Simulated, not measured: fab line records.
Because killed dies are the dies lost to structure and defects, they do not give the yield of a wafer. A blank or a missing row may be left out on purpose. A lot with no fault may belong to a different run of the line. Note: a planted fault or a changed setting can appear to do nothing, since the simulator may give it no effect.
Chamber matching | flow n5Finfet | rieDiel-04 running N5_BEOL_M14_VIA_ETCH_16: 3 sister chambers
The step etches SiO2 in C4F8/O2/Ar, target depth 1231.3 nm. 3 wafers are shown with their chamber, then 6 later ones without.

## EACH WAFER AND ITS CHAMBER
wafer  | chamber | rfVppV (V)
L088.4 | 0       | 2163
L087.4 | 3       | 2301
L087.5 | 2       | 2213

## WAFERS WITHOUT THEIR CHAMBER
wafer  | rfVppV (V)
L087.6 | 2299
L094.1 | 2212
L094.2 | 2299
L094.5 | 2164
L097.3 | 2210
L097.5 | 2299

## WHICH CHAMBER EACH WENT THROUGH
wafer  | from the rows above | in truth
L087.6 | 3                   | 3
L094.1 | 2                   | 2
L094.2 | 3                   | 3
L094.5 | 0                   | 0
L097.3 | 2                   | 2
L097.5 | 3                   | 3
Placed correctly: 6 of 6. Number that these rows cannot place: 0. Number placed wrongly: 0.
How it was worked out, from the rows above alone: a wafer's distance from a chamber is the root of the sum, over the readings, of the square of ((its reading less the chamber's mean) divided by the reading's scatter). If the next closest chamber is less than 2 further off than the closest, the wafer can't be placed; otherwise it belongs to the closest. For every chamber, the mean is computed from those of its wafers that are shown. The scatter: with one shown wafer a chamber, the root of the mean of the squares of how far each hidden wafer lies from its nearest shown one.
